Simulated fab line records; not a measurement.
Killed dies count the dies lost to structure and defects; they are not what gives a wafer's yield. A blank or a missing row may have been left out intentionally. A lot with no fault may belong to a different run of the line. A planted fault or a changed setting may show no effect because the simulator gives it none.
Chamber matching ; flow n5Finfet ; N5_BEOL_M3_ALD_84 on aldMetal-03 has 4 sister chambers
The step deposits TaN, pulse time 2 s, purge time 3 s, co reactant purge time 2 s. 24 wafers are shown with their chamber, then 12 later ones without.

WAFERS, EACH WITH ITS CHAMBER
wafer;chamber;heaterPowerW (W)
L075.3;0;422
L075.4;2;397
L075.6;2;411
L080.1;2;400
L080.3;1;461
L080.4;3;365
L079.1;3;375
L079.2;0;434
L079.3;1;456
L084.2;1;455
L084.4;3;365
L084.6;1;469
L085.3;3;367
L085.5;3;364
L085.6;2;396
L088.1;0;424
L088.2;2;417
L088.4;3;368
L091.1;0;427
L091.3;3;369
L091.6;3;363
L089.1;2;408
L089.3;0;424
L089.5;2;400

SIGNATURES, as means of the wafers listed above
reading;chamber 0;chamber 1;chamber 2;chamber 3;scatter within a chamber
heaterPowerW;426.20;460.25;404.14;367.00;5.88
Rule: a wafer's distance from a chamber is the root of the sum, over the readings, of the square of ((its reading less the chamber's mean) divided by the reading's scatter). The wafer belongs to the nearest chamber; if the next one is less than 2 further off, it can't be placed. How the scatter is found: for the shown wafers, subtract from each reading the mean of its chamber, square and add these, divide the total by (wafers less chambers), then take the root.

WAFERS WITH NO CHAMBER GIVEN
wafer;heaterPowerW (W)
L094.1;443
L094.2;406
L094.3;427
L094.4;359
L094.5;407
L094.6;363
L095.1;422
L095.5;415
L095.6;375
L096.3;455
L096.5;408
L096.6;369

WHICH CHAMBER EACH WENT THROUGH
wafer;from the rows above;in truth
L094.1;can't be placed: 0 or 1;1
L094.2;2;2
L094.3;0;0
L094.4;3;3
L094.5;2;2
L094.6;3;3
L095.1;0;0
L095.5;can't be placed: 2 or 0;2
L095.6;3;3
L096.3;1;1
L096.5;2;2
L096.6;3;3
Placed correctly: 10 of 12. Not placeable from these rows: 2 (in 2, the candidates include the true chamber). Number placed wrongly: 0.
